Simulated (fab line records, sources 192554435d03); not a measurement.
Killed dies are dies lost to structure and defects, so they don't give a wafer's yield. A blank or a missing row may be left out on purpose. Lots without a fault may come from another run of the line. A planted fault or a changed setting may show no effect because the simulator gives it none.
Chamber matching | flow n5_finfet | N5_BEOL_M9_CURE_72 on uv_cure-01: 3 sister chambers
The step cures SiCOH lowk, time 120 s. 5 wafers are shown with their chamber, then 11 later ones without.

WAFERS WITH THEIR CHAMBER
wafer  | chamber | wafer_temp_C_max | lamp_power_pct (%)
L080.3 | 0       | 372.4            | 52.25
L080.6 | 0       | 372.0            | 52.42
L082.2 | 2       | 372.6            | 52.34
L082.6 | 2       | 373.0            | 52.40
L087.3 | 1       | 371.5            | 52.26

WAFERS WITHOUT THEIR CHAMBER
wafer  | wafer_temp_C_max | lamp_power_pct (%)
L087.4 | 371.9            | 52.32
L087.6 | 371.6            | 52.36
L088.2 | 372.3            | 52.27
L088.5 | 372.0            | 52.26
L088.6 | 372.2            | 52.37
L091.1 | 371.3            | 52.36
L091.2 | 371.3            | 52.27
L091.3 | 371.3            | 52.30
L094.1 | 371.2            | 52.34
L094.4 | 371.3            | 52.29
L094.6 | 371.1            | 52.26

WHICH CHAMBER EACH WENT THROUGH
wafer  | from the rows above          | in truth
L087.4 | can't be placed: 0 or 1      | 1
L087.6 | can't be placed: 1 or 0      | 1
L088.2 | can't be placed: 0 or 2      | 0
L088.5 | can't be placed: 0 or 1 or 2 | 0
L088.6 | can't be placed: 0 or 2      | 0
L091.1 | can't be placed: 1 or 0      | 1
L091.2 | 1                            | 1
L091.3 | 1                            | 1
L094.1 | 1                            | 1
L094.4 | 1                            | 1
L094.6 | 1                            | 1
Placed correctly: 5 of 11. Can't be placed from these rows: 6 (the true chamber is among the candidates in 6). Placed wrongly: 0.
How it was worked out, from the rows above alone: a wafer's distance from a chamber is the root of the sum, over the readings, of the square of ((its reading less the chamber's mean) divided by the reading's scatter). The wafer belongs to the nearest chamber; if the next one is less than 2 further off, it can't be placed. A chamber's mean is the mean of its shown wafers. The scatter: the root of (the sum of the squares of (reading less its chamber's mean) over the shown wafers, divided by (wafers less chambers)).
